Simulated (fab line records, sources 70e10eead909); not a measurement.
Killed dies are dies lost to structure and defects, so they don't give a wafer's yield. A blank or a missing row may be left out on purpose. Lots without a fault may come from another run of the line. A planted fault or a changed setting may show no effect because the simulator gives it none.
Chamber matching | flow nand_harc | NHARC_P_M0_DESCUM_14 on rie_diel-09: 4 sister chambers
The step chemistry O2, time 3 s. 8 wafers are shown with their chamber, then 10 later ones without.

WAFERS WITH THEIR CHAMBER
wafer  | chamber | drypump_motor_current_A (A) | oes_product_au (a.u.)
L079.3 | 2       | 5.69                        | 0.989
L083.2 | 2       | 5.72                        | 0.979
L083.3 | 0       | 5.79                        | 1.020
L088.1 | 0       | 5.77                        | 1.011
L088.3 | 3       | 5.29                        | 0.971
L088.4 | 1       | 5.65                        | 1.002
L089.2 | 1       | 5.64                        | 1.005
L089.4 | 3       | 5.31                        | 0.992

WAFERS WITHOUT THEIR CHAMBER
wafer  | drypump_motor_current_A (A) | oes_product_au (a.u.)
L089.6 | 5.75                        | 0.986
L094.1 | 5.83                        | 1.029
L094.3 | 5.60                        | 1.016
L094.5 | 5.83                        | 1.030
L096.2 | 5.84                        | 1.032
L096.3 | 5.74                        | 1.002
L096.4 | 5.32                        | 0.997
L096.1 | 5.62                        | 1.005
L096.5 | 5.84                        | 1.031
L096.6 | 5.33                        | 1.003

WHICH CHAMBER EACH WENT THROUGH
wafer  | from the rows above     | in truth
L089.6 | can't be placed: 2 or 0 | 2
L094.1 | 0                       | 0
L094.3 | 1                       | 1
L094.5 | 0                       | 0
L096.2 | 0                       | 0
L096.3 | can't be placed: 0 or 2 | 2
L096.4 | 3                       | 3
L096.1 | 1                       | 1
L096.5 | 0                       | 0
L096.6 | 3                       | 3
Placed correctly: 8 of 10. Can't be placed from these rows: 2 (the true chamber is among the candidates in 2). Placed wrongly: 0.
How it was worked out, from the rows above alone: a wafer's distance from a chamber is the root of the sum, over the readings, of the square of ((its reading less the chamber's mean) divided by the reading's scatter). The wafer belongs to the nearest chamber; if the next one is less than 2 further off, it can't be placed. A chamber's mean is the mean of its shown wafers. The scatter: the root of (the sum of the squares of (reading less its chamber's mean) over the shown wafers, divided by (wafers less chambers)).
